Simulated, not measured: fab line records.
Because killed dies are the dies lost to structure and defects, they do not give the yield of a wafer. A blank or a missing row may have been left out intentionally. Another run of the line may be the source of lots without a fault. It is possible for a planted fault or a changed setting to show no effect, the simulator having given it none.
Comparing a struck lot with a sound one / flow nand harc / 18 out of 1302 route steps
Sound: the wafers L668.1, L668.4, L668.5. Struck: wafers L667.3, L667.4, L667.6. The cause comes at the end.
Each step with rows lists, per side, the tool, then ch with its chambers, then its first start. Under that, the readings that differ: sound wafers / struck wafers / difference of the means / sigmas: that difference in standard deviations of wafers without a fault.
alike: readings with means less than 2 such deviations apart, plus words and numbers identical on both sides. not compared: withheld readings, readings lacking a value on some wafer, bounds such as >300 that could conceal the same value, and numbers that have no deviation in the record and whose values overlap.
A row with sigmas, a row that says differs or no value, or rows on one side alone: a step with any of these is where the two part. Numbers that don't overlap but have no deviation are shown without sigmas and don't part them. Lack of a reading on every wafer of one side parts them only where that side has two or more wafers.

NHARC_P_ZERO_WELL_CD_MEAS_11: the cd target is 500 nm.
  sound on cd sem-03 ch 0, day 3 03:14; struck on cd sem-01 ch 0, day 2 17:14
  alike: cd nm
then, 1 step without rows for these wafers: NHARC_P_ZERO_WELL_HARDBAKE_12 (time 65 s).
NHARC_P_ZERO_WELL_DESCUM_13: chemistry O2, time 3 s.
  sound on rie diel-06 ch 1,2, day 3 03:23; struck on rie diel-01 ch 2,3, day 2 17:28
  alike: drypump motor current A, o2 flow sccm, oes product au, rf vpp V, showerhead plenum p Torr, throttle valve pct
  not compared: rf hours counter h
NHARC_P_ZERO_WELL_ETCH_65: etches the open film in N2/H2, target depth 80 nm, overetch 24 nm, time 87.88 s.
  sound on rie diel-06 ch 1,3, day 3 03:29; struck on rie diel-01 ch 1,3, day 2 17:35
reading=oes product au (a.u.); sound=1.009 1.010 1.005; struck=0.986 0.994 0.984; difference=-0.020; sigmas=-2
  alike: drypump motor current A, rf vpp V, showerhead plenum p Torr, throttle valve pct
  not compared: rf hours counter h
NHARC_P_ZERO_WELL_ETCH_62: etches the open film in CHF3/Ar, target depth 13 nm, time 6.5 s.
  sound on rie diel-06 ch 1,3; struck on rie diel-01 ch 1,2,3
  alike: chf3 flow sccm, drypump motor current A, oes product au, rf vpp V, showerhead plenum p Torr, throttle valve pct
  not compared: rf hours counter h
NHARC_P_ZERO_WELL_ETCH_63: etches the open film in HBr/Cl2, target depth 120 nm, time 40.1 s.
  sound on rie si-04 ch 0,1,2, day 3 03:41; struck on rie si-06 ch 0,1,3, day 2 17:52
  alike: drypump motor current A, oes product au, throttle valve pct
  not compared: rf hours counter h
then, 6 steps without rows for these wafers: NHARC_P_ZERO_WELL_STRIP_15 (strips in SPM, time 900 s); NHARC_P_ZERO_WELL_DEHYDRATE_16 (time 120 s); NHARC_P_ZERO_WELL_HMDS_17 (time 30 s); NHARC_P_ZERO_WELL_COAT_18; NHARC_P_ZERO_WELL_SOFTBAKE_19 (time 95 s); NHARC_P_ZERO_WELL_EBR_20.
NHARC_P_ZERO_WELL_EXPOSE_21: exposes mask P NWELL, target cd 720 nm.
  sound on krf scanner-03 ch 0, day 3 04:19; struck on krf scanner-03 ch 0, day 2 18:39
reading=mask; sound=P_NWELL#0 P_NWELL#0 P_NWELL#0; struck=P_PWELL#0 P_PWELL#0 P_PWELL#0; difference=differs; sigmas=
  alike: exposure dose mJ cm2, focus offset nm
then, 2 steps without rows for these wafers: NHARC_P_ZERO_WELL_PEB_22 (peb time 85 s); NHARC_P_ZERO_WELL_DEVELOP_23 (time 70 s).
NHARC_P_ZERO_WELL_CD_MEAS_24: the cd target is 720 nm.
  sound on cd sem-03 ch 0, day 3 04:29; struck on cd sem-02 ch 0, day 2 18:48
reading=cd nm (nm); sound=722.5 720.0 725.2; struck=- - -; difference=no value on the struck wafers; sigmas=
then, 1 step without rows for these wafers: NHARC_P_ZERO_WELL_HARDBAKE_25 (time 80 s).
-- record jumps: 22 days between struck wafers' starts before vs after; left off in module P_ZERO_WELL, resumes in module END, first step shown is number 1302 of the route --
NHARC_END_SORT_01:
  the record has rows for the struck wafers here (prober-02 ch 0, day 25 01:37) and none for the sound ones

WHERE THEY PART
First at NHARC_P_ZERO_WELL_ETCH_65; last, within this record, at NHARC_END_SORT_01.

WHY: what the simulator had put in
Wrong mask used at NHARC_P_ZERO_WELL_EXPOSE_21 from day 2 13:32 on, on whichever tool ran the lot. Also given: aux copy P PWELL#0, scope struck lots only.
